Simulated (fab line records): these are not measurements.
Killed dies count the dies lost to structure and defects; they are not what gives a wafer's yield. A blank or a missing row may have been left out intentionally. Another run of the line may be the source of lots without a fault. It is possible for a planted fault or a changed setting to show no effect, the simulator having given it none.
Chamber matching -- flow nandHarc -- 3 sister chambers for NHARC_P_M1_DEP_33 on pecvd-03
The step deposits SiCN, target thk 30 nm. 6 wafers are shown with their chamber, then 12 later ones without.

== WAFERS PAIRED WITH THEIR CHAMBERS ==
wafer,chamber,heaterPowerW (W)
L089.1,2,541
L089.2,1,520
L089.3,0,537
L088.1,2,459
L088.4,1,566
L088.5,0,503

== WAFERS WITHOUT THEIR CHAMBER ==
wafer,heaterPowerW (W)
L090.1,595
L090.5,573
L090.6,484
L092.1,566
L092.3,458
L092.6,591
L093.3,574
L093.5,534
L093.6,533
L096.1,545
L096.2,444
L096.3,490

== THE CHAMBER EACH PASSED THROUGH ==
wafer,from the rows above,in truth
L090.1,can't be placed: 1 or 0 or 2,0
L090.5,can't be placed: 1 or 0 or 2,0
L090.6,can't be placed: 2 or 0 or 1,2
L092.1,can't be placed: 1 or 0 or 2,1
L092.3,can't be placed: 2 or 0 or 1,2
L092.6,can't be placed: 1 or 0 or 2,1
L093.3,can't be placed: 1 or 0 or 2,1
L093.5,can't be placed: 1 or 0 or 2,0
L093.6,can't be placed: 1 or 0 or 2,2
L096.1,can't be placed: 1 or 0 or 2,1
L096.2,can't be placed: 2 or 0 or 1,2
L096.3,can't be placed: 2 or 0 or 1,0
Correct placement for 0 of the 12. These rows do not allow placing 12 (true chamber among the candidates in 12). Placed wrongly: 0.
How it was worked out, from the rows above alone: a wafer's distance from a chamber is the root of the sum, over the readings, of the square of ((its reading less the chamber's mean) divided by the reading's scatter). The wafer belongs to the nearest chamber; if the next one is less than 2 further off, it can't be placed. A chamber's mean is the mean of its shown wafers. How the scatter is found: for the shown wafers, subtract from each reading the mean of its chamber, square and add these, divide the total by (wafers less chambers), then take the root.
